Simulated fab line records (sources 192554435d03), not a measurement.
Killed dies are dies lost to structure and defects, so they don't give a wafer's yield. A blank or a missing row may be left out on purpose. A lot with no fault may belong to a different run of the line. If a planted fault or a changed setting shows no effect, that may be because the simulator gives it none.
What tool caused it? | flow n5-finfet | Sampling: 7 lots, 20 wafers, 4 of 1938 route steps

== WHAT THE GAUGES READ, wafer by wafer ==
N5_PASSIVATION_OVL_MEAS_60.
lot  | measured     | on         | TV_OVL (nm)
L368 | day 13 04:07 | overlay-01 | 6 2
L369 | day 14 02:01 | overlay-01 | 5 6 11
L371 | day 14 16:40 | overlay-02 | -2 -7 -7
L374 | day 15 03:09 | overlay-02 | 2 5 -9
L380 | day 16 21:53 | overlay-01 | -2 5 -14
L383 | day 17 08:52 | overlay-02 | -2 7 5
L384 | day 18 03:49 | overlay-02 | -11 4 -9

== WHICH TOOL RAN EACH LOT (tool, then ch and the chambers of the sampled wafers, then the start) ==
lot  | N5_BEOL_M12_SPUTTER_43       | N5_BEOL_M15_ANNEAL_48            | N5_MIM_TOP_ALD_02
L368 | pvd-sputter-02, day 12 03:18 | rtp-anneal-02 ch 0, day 12 22:20 | ald-hk-03 ch 0,1, day 13 04:07 or earlier
L369 | pvd-sputter-03, day 13 00:07 | rtp-anneal-02 ch 0, day 13 16:12 | ald-hk-01 ch 1,2,3, day 14 02:01 or earlier
L371 | pvd-sputter-01, day 13 05:35 | rtp-anneal-01 ch 0, day 14 04:09 | ald-hk-01 ch 1,2,3, day 14 16:40 or earlier
L374 | pvd-sputter-02, day 13 21:59 | rtp-anneal-02 ch 0, day 14 18:08 | ald-hk-01 ch 0,2,3, day 15 03:09 or earlier
L380 | pvd-sputter-02, day 15 17:23 | rtp-anneal-02 ch 0, day 16 12:11 | ald-hk-01 ch 1,3, day 16 21:53 or earlier
L383 | pvd-sputter-01, day 16 05:32 | rtp-anneal-01 ch 0, day 17 00:10 | ald-hk-01 ch 0,3, day 17 08:52 or earlier
L384 | pvd-sputter-03, day 17 02:20 | rtp-anneal-02 ch 0, day 17 21:43 | ald-hk-02 ch 0,1,3, day 18 03:49 or earlier
- N5_BEOL_M12_SPUTTER_43: material TaN, target thk 15 nm, time 24.19 s.
- N5_BEOL_M15_ANNEAL_48: time 90 s.
- N5_MIM_TOP_ALD_02: deposits Al2O3, purge time 3 s, co reactant pulse time 3 s.

== THE ANSWER, worked out from the rows above alone ==
Rule: the lots themselves supply what counts as usual. The widest of any qualifying gaps counts: lots, ordered by their means at a reading, are off when they make up no more than a third of the lots, leave a main group of 4 or more, and stand apart from it by 3 or more times the standard deviation of that group's means. A main group is skipped when, at the precision printed for the reading in the tables above, its means are all equal. Also off: a lot with no number at a reading for which 4 or more lots have one. All remaining lots with rows at the step are treated as sound.
Across all readings shown, no lot is off: no conclusion can be drawn from this.

== WHAT WAS PUT IN BY THE SIMULATOR ==
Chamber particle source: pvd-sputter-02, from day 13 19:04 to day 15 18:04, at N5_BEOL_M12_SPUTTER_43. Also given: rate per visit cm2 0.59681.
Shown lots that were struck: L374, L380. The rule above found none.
